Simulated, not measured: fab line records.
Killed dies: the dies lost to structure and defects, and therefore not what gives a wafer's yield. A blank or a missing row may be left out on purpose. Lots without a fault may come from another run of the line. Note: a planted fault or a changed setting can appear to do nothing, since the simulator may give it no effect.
A lot that was struck, set against a sound lot | flow n5Finfet | 16 steps out of a route of 1938
Sound: wafers L356.1, L356.4, L356.5. Wafers struck: L359.2, L359.4, L359.5. Last of all comes the cause.
At each step with rows: each side's tool, then ch and its chambers, then its first start. Under that, the readings that differ: sound wafers | struck wafers | difference of the means | sigmas: that difference in standard deviations of wafers without a fault.
alike: readings with means less than 2 such deviations apart, plus words and numbers identical on both sides. not compared: withheld readings, readings lacking a value on some wafer, bounds such as >300 that could conceal the same value, and numbers that have no deviation in the record and whose values overlap.
Wherever a step has rows on one side only, a row that says differs or no value, or a row with sigmas, the two part there. When numbers do not overlap yet have no deviation, they are printed without sigmas and do not part them. A reading missing from all wafers of one side parts the sides only when that side holds two or more wafers.

first, 7 steps without rows for these wafers: N5_MOL_CONTACT_COAG_COAT_58 (time 60 s, resist thk 10 nm); N5_MOL_CONTACT_COAG_COAT_02 (resist thk 30 nm); N5_MOL_CONTACT_COAG_EBR_04; N5_MOL_CONTACT_COAG_SOFTBAKE_03 (time 60 s); N5_MOL_CONTACT_COAG_EXPOSE_05 (exposes mask CA, defocus 0 nm); N5_MOL_CONTACT_COAG_PEB_06 (peb time 60 s); N5_MOL_CONTACT_COAG_DEVELOP_07 (develop time 30 s).
N5_MOL_CONTACT_COAG_CD_MEAS_08: the cd target is 28 nm.
  sound on cdSem-03 ch 0, day 5 09:34; struck on cdSem-02 ch 0, day 6 05:18
  alike: cdNm
N5_MOL_CONTACT_COAG_OVL_MEAS_09:
  sound on overlay-02 ch 0, day 5 09:35; struck on overlay-02 ch 0, day 6 05:20
  alike: CA_OVL
N5_MOL_CONTACT_COAG_INSPECT_10: inspects for defects (brightfield).
  sound on defectInspect-02 at day 5 09:39; struck on defectInspect-01 at day 6 05:23
  alike: rawDefectCount
N5_MOL_CONTACT_COAG_DESCUM_13: chemistry O2, time 7 s.
  sound on rieDiel-04 ch 0,1,3, day 5 09:43; struck on rieDiel-02 ch 0,1,2, day 6 05:58
  alike: drypumpMotorCurrentA, o2FlowSccm, oesProductAu, rfVppV, showerheadPlenumPTorr, throttleValvePct
  not compared: rfHoursCounterH
N5_MOL_CONTACT_COAG_ETCH_59: etches underlayer in N2/H2, target depth 13 nm, time 10.4 s.
  sound on rieDiel-04 ch 0,1,3, day 5 09:45; struck on rieDiel-02 ch 0,1,2, day 6 06:00
  alike: biasW, drypumpMotorCurrentA, etchRfOnTimeS, oesProductAu, rfVppV, showerheadPlenumPTorr, throttleValvePct
  not compared: rfHoursCounterH
N5_MOL_CONTACT_COAG_ETCH_105: etches SiARC in CF4, target depth 15.6 nm, time 26 s.
  sound on rieDiel-04 ch 0,1,3, day 5 09:46; struck on rieDiel-02 ch 0,1,2, day 6 06:01
reading           | sound             | struck            | difference | sigmas
biasW (W)         | 35.97 35.99 35.95 | 46.23 46.30 46.14 | +10.25     | +93
etchRfOnTimeS (s) | 26.5 27.7 26.5    | 24.7 23.2 24.7    | -2.7       | -3
rfVppV (V)        | 185.6 184.1 183.1 | 217.7 216.9 214.9 | +32.2      | +27
  alike: drypumpMotorCurrentA, oesProductAu, showerheadPlenumPTorr, throttleValvePct
  not compared: rfHoursCounterH
N5_MOL_CONTACT_COAG_ETCH_106: etches SOC in N2/H2, target depth 80 nm, overetch 16 nm, time 120 s.
  sound on rieDiel-04 ch 0,1,3, day 5 09:48; struck on rieDiel-02 ch 0,1,2, day 6 06:03
  alike: biasW, drypumpMotorCurrentA, oesProductAu, rfVppV, showerheadPlenumPTorr, throttleValvePct
  not compared: rfHoursCounterH
-- record jumps: 4 days separate the struck wafers' starts on either side; left off in module MOL_CONTACT_COAG, taken up again in module BEOL_M4, whose first shown step is the route's number 1111 --
N5_BEOL_M4_RC_MEAS_101:
  sound on prober-02 ch 0, day 9 21:05; struck on prober-02 ch 0, day 10 10:37
  alike: DIBL_N, DIBL_P, IOFF_N, IOFF_P, ION_N, ION_P, SS_N, SS_P, VT_N, VT_P
next, for these wafers, 1 step has no rows: N5_PASSIVATION_PROBE_49.

## WHERE THEY PART
Only at N5_MOL_CONTACT_COAG_ETCH_105, within this record. Later steps at which nothing parts them and some readings are alike: N5_MOL_CONTACT_COAG_ETCH_106, N5_BEOL_M4_RC_MEAS_101.

WHY: whatever the simulator had introduced
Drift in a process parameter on rieDiel-02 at N5_MOL_CONTACT_COAG_ETCH_105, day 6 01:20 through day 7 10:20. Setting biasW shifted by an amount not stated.
